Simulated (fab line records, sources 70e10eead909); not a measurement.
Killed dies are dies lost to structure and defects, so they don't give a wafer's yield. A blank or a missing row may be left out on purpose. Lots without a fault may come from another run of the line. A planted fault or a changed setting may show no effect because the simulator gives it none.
Which tool did it? | flow nand_harc | 11 lots, 31 wafers sampled, at 6 steps of a route of 1302

WHAT THE GAUGES READ, wafer by wafer
NHARC_A_SLIT_INSPECT_11. Usual: raw_defect_count 55, standard deviation 29.
lot  | measured     | on                | raw_defect_count | flag
L481 | day 20 07:09 | defect_inspect-02 | 64 77 60         |
L484 | day 21 10:16 | defect_inspect-01 | 74 65 77         |
L486 | day 22 00:41 | defect_inspect-01 | 113 125 98       |
L490 | day 24 07:16 | defect_inspect-01 | 334 338          | OFF
L492 | day 24 17:27 | defect_inspect-02 | 69 69 53         |
L497 | day 26 02:38 | defect_inspect-01 | 18 11 21         |
L499 | day 27 12:59 | defect_inspect-01 | 26 32 21         |
L500 | day 27 22:37 | defect_inspect-02 | 54 67 63         |
L501 | day 28 07:50 | defect_inspect-02 | 19 25 33         |
L502 | day 29 07:38 | defect_inspect-01 | 13 9 12          |
L503 | day 29 12:18 | defect_inspect-02 | 77 88 70         |

NHARC_END_SORT_01. Usual: killed_at_array 57, standard deviation 21; killed_at_other 0.9, standard deviation 1.2; killed_at_periphery 4.2, standard deviation 2.9; killed_dies 62, standard deviation 21; killed_open 3.2, standard deviation 1.8; killed_short 2.4, standard deviation 1.5.
lot  | measured     | on        | killed_at_array | killed_at_other | killed_at_periphery | killed_dies | killed_open | killed_short | flag
L490 | day 30 11:43 | prober-01 | 134             | 0               | 0                   | 134         | 1           | 1            | OFF

WHICH TOOL RAN EACH LOT (tool, then ch and the chambers of the sampled wafers, then the start)
lot  | NHARC_A_SGD_CUT_ETCH_15                       | NHARC_A_SLIT_DEP_25             | NHARC_A_SLIT_DEP_23             | NHARC_A_SLIT_ETCH_29
L481 | rie_diel-10 ch 1,2,3, day 20 00:38 or earlier | pecvd-03 ch 1,2, day 20 00:38   | pecvd-03 ch 1,2, day 20 06:23   | rie_diel-04 ch 0,2,3, day 20 12:59
L484 | rie_diel-13 ch 0,3, day 21 03:20 or earlier   | pecvd-03 ch 1,2, day 21 03:20   | pecvd-03 ch 1,2, day 21 09:35   | rie_diel-04 ch 0,2,3, day 21 16:04
L486 | rie_diel-05 ch 1,2,3, day 21 17:11 or earlier | pecvd-02 ch 1,2, day 21 17:11   | pecvd-02 ch 1,2, day 21 23:53   | rie_diel-09 ch 0,1,2, day 22 06:30
L490 | rie_diel-10 ch 1, day 24 02:31 or earlier     | pecvd-02 ch 2, day 24 02:31     | pecvd-02 ch 2, day 24 06:36     | rie_diel-02 ch 3, day 25 03:49
L492 | rie_diel-10 ch 0,1,3, day 24 12:35 or earlier | pecvd-03 ch 0,2, day 24 12:35   | pecvd-03 ch 0,2, day 24 16:41   | rie_diel-09 ch 0,1,2, day 24 23:14
L497 | rie_diel-13 ch 0,2, day 25 20:47 or earlier   | pecvd-03 ch 1,2, day 25 20:47   | pecvd-04 ch 1,2, day 26 01:50   | rie_diel-04 ch 1,2,3, day 26 08:43
L499 | rie_diel-13 ch 0,1,3, day 27 07:26 or earlier | pecvd-03 ch 0,1,2, day 27 07:26 | pecvd-03 ch 0,1,2, day 27 12:11 | rie_diel-09 ch 0,1, day 27 19:09
L500 | rie_diel-10 ch 0,2,3, day 27 16:45 or earlier | pecvd-03 ch 0,2, day 27 16:45   | pecvd-04 ch 0,2, day 27 22:00   | rie_diel-02 ch 0,3, day 28 04:28
L501 | rie_diel-10 ch 2,3, day 28 02:43 or earlier   | pecvd-04 ch 0,1, day 28 02:43   | pecvd-02 ch 0,1,2, day 28 07:04 | rie_diel-04 ch 0,1,3, day 28 13:41
L502 | rie_diel-10 ch 0,2,3, day 28 22:36 or earlier | pecvd-02 ch 0,2, day 28 22:36   | pecvd-03 ch 0,1,2, day 29 06:59 | rie_diel-09 ch 0,1,3, day 29 13:26
L503 | rie_diel-10 ch 0,1,2, day 29 07:25 or earlier | pecvd-04 ch 0,1,2, day 29 07:25 | pecvd-02 ch 0,1,2, day 29 11:30 | rie_diel-02 ch 0,1,2, day 29 19:42
- NHARC_A_SGD_CUT_ETCH_15: etches the open film in CH3F/O2, target depth 75 nm, time 64.3 s.
- NHARC_A_SLIT_DEP_25: deposits SiO2, target thk 200 nm.
- NHARC_A_SLIT_DEP_23: deposits SiON, target thk 100 nm.
- NHARC_A_SLIT_ETCH_29: etches the open film in CF4/O2, target depth 100 nm, overetch 10 nm, time 55 s.

WHAT THE TOOLS THEMSELVES READ (means of the sampled wafers that have a number; where no wafer has one, the mark that the record gives instead)
NHARC_A_SGD_CUT_ETCH_15. Usual: ch3f_flow_sccm 49.98 sccm, standard deviation 0.14; chamber_pressure_mTorr 25.002 mTorr, standard deviation 0.022; drypump_motor_current_A 5.5 A, standard deviation 0.32; mfc_ar_sccm 200.0 sccm, standard deviation 0.62; oes_product_au 0.963 a.u., standard deviation 0.024; rf_vpp_V 263.2 V, standard deviation 1.6; showerhead_plenum_p_Torr 2.42 Torr, standard deviation 0.094; throttle_valve_pct 20.662 %, standard deviation 0.0099.
lot  | tool        | ch3f_flow_sccm (sccm) | chamber_pressure_mTorr (mTorr) | drypump_motor_current_A (A) | mfc_ar_sccm (sccm) | oes_product_au (a.u.) | rf_vpp_V (V) | showerhead_plenum_p_Torr (Torr) | throttle_valve_pct (%) | flag
L481 | rie_diel-10 | 49.93                 | 24.989                         | 5.4                         | 200.3              | 0.969                 | 262.4        | 2.36                            | 20.661                 |
L484 | rie_diel-13 | 49.94                 | 25.009                         | 5.3                         | 199.6              | 0.942                 | 262.4        | 2.36                            | 20.668                 |
L486 | rie_diel-05 | 50.10                 | 25.002                         | 5.8                         | 199.4              | 0.982                 | 262.7        | 2.40                            | 20.662                 |
L490 | rie_diel-10 | 49.74                 | 24.997                         | 5.6                         | 201.2              | 0.979                 | 261.3        | 2.29                            | 20.666                 |
L492 | rie_diel-10 | 49.92                 | 24.993                         | 5.6                         | 200.9              | 0.971                 | 262.8        | 2.35                            | 20.666                 |
L497 | rie_diel-13 | 49.90                 | 25.010                         | 5.1                         | 200.1              | 0.963                 | 263.0        | 2.40                            | 20.667                 |
L499 | rie_diel-13 | 50.02                 | 24.998                         | 5.2                         | 199.3              | 0.908                 | 263.6        | 2.44                            | 20.669                 |
L500 | rie_diel-10 | 49.96                 | 24.994                         | 5.5                         | 199.7              | 0.974                 | 262.5        | 2.40                            | 20.661                 |
L501 | rie_diel-10 | 50.00                 | 24.991                         | 5.4                         | 199.5              | 0.977                 | 262.9        | 2.40                            | 20.659                 |
L502 | rie_diel-10 | 50.01                 | 25.005                         | 5.5                         | 200.5              | 0.974                 | 263.0        | 2.40                            | 20.666                 |
L503 | rie_diel-10 | 50.04                 | 25.004                         | 5.6                         | 200.0              | 0.973                 | 263.0        | 2.38                            | 20.649                 |

NHARC_A_SLIT_DEP_25. Usual: heater_power_outer_w 329 W, standard deviation 70; heater_power_w 573 W, standard deviation 93; throttle_valve_pct 15.9 %, standard deviation 0.5.
lot  | tool     | heater_power_outer_w (W) | heater_power_w (W) | throttle_valve_pct (%) | flag
L481 | pecvd-03 | 339                      | 576                | 16.3                   |
L484 | pecvd-03 | 314                      | 551                | 15.9                   |
L486 | pecvd-02 | 422                      | 695                | 15.5                   |
L490 | pecvd-02 | 408                      | 669                | 15.7                   |
L492 | pecvd-03 | 296                      | 534                | 15.6                   |
L497 | pecvd-03 | 358                      | 616                | 15.9                   |
L499 | pecvd-03 | 300                      | 543                | 16.0                   |
L500 | pecvd-03 | 300                      | 545                | 15.9                   |
L501 | pecvd-04 | 284                      | 475                | 16.1                   |
L502 | pecvd-02 | 307                      | 560                | 15.4                   |
L503 | pecvd-04 | 331                      | 575                | 16.0                   |

NHARC_A_SLIT_DEP_23. Usual: heater_power_outer_w 479 W, standard deviation 66; heater_power_w 775 W, standard deviation 91.
lot  | tool     | heater_power_outer_w (W) | heater_power_w (W) | flag
L481 | pecvd-03 | 492                      | 787                |
L484 | pecvd-03 | 459                      | 769                |
L486 | pecvd-02 | 504                      | 814                |
L490 | pecvd-02 | 605                      | 927                |
L492 | pecvd-03 | 476                      | 782                |
L497 | pecvd-04 | 407                      | 694                |
L499 | pecvd-03 | 486                      | 777                |
L500 | pecvd-04 | 478                      | 783                |
L501 | pecvd-02 | 465                      | 766                |
L502 | pecvd-03 | 472                      | 768                |
L503 | pecvd-02 | 485                      | 806                |

NHARC_A_SLIT_ETCH_29. Usual: chamber_pressure_mTorr 30.003 mTorr, standard deviation 0.025; drypump_motor_current_A 5.8 A, standard deviation 0.55; mfc_ar_sccm 0.004 sccm, standard deviation 0.0064; oes_product_au 0.999 a.u., standard deviation 0.012; rf_vpp_V 197.4 V, standard deviation 1.3; showerhead_plenum_p_Torr 1.32 Torr, standard deviation 0.05; throttle_valve_pct 13.397 %, standard deviation 0.0087.
lot  | tool        | chamber_pressure_mTorr (mTorr) | drypump_motor_current_A (A) | mfc_ar_sccm (sccm) | oes_product_au (a.u.) | rf_vpp_V (V) | showerhead_plenum_p_Torr (Torr) | throttle_valve_pct (%) | flag
L481 | rie_diel-04 | 30.002                         | 5.7                         | 0.000              | 0.989                 | 198.2        | 1.35                            | 13.402                 |
L484 | rie_diel-04 | 29.990                         | 5.7                         | 0.000              | 1.002                 | 198.1        | 1.36                            | 13.401                 |
L486 | rie_diel-09 | 29.984                         | 5.5                         | 0.006              | 0.985                 | 195.9        | 1.28                            | 13.401                 |
L490 | rie_diel-02 | 29.969                         | 5.9                         | 0.000              | 1.007                 | 200.0        | 1.40                            | 13.408                 |
L492 | rie_diel-09 | 29.999                         | 5.5                         | 0.006              | 1.002                 | 197.4        | 1.28                            | 13.403                 |
L497 | rie_diel-04 | 29.998                         | 5.5                         | 0.000              | 1.007                 | 197.5        | 1.33                            | 13.397                 |
L499 | rie_diel-09 | 30.013                         | 5.7                         | 0.011              | 0.997                 | 195.8        | 1.25                            | 13.396                 |
L500 | rie_diel-02 | 29.993                         | 5.5                         | 0.005              | 1.014                 | 198.5        | 1.40                            | 13.395                 |
L501 | rie_diel-04 | 30.008                         | 5.6                         | 0.000              | 1.006                 | 197.2        | 1.32                            | 13.396                 |
L502 | rie_diel-09 | 29.994                         | 6.1                         | 0.010              | 1.002                 | 197.3        | 1.29                            | 13.392                 |
L503 | rie_diel-02 | 30.014                         | 6.2                         | 0.007              | 1.005                 | 197.6        | 1.32                            | 13.391                 |

THE ANSWER, worked out from the rows above alone
Rule: a lot is off if the mean of its wafers that have a number lies more than 3 standard deviations from the usual mean. A lot without any number at a reading at which 4 lots or more have one is off too. The other lots that the step has rows for count as sound. The gauges are gone through in route order, then the tools' own readings, and for those a lot's mean is taken as printed above. The first step at which some lot is off is used, and at that step the reading that is off furthest; a lot without a number counts as furthest.
Off: L490, at NHARC_A_SLIT_INSPECT_11 (raw_defect_count).
A tool fits if, at a process step before that reading, it ran every lot that is off, and no sound lot after the first of them. The gauges at NHARC_A_SLIT_INSPECT_11 aren't tried: what is off there is off at NHARC_END_SORT_01 too, on other tools, and a gauge's error can't cause that. NHARC_A_SGD_CUT_ETCH_15 gives no start for some lots, so the hours and the order of its lots are those of NHARC_A_SLIT_DEP_25. None of those tried fits.

WHAT THE SIMULATOR HAD PUT IN
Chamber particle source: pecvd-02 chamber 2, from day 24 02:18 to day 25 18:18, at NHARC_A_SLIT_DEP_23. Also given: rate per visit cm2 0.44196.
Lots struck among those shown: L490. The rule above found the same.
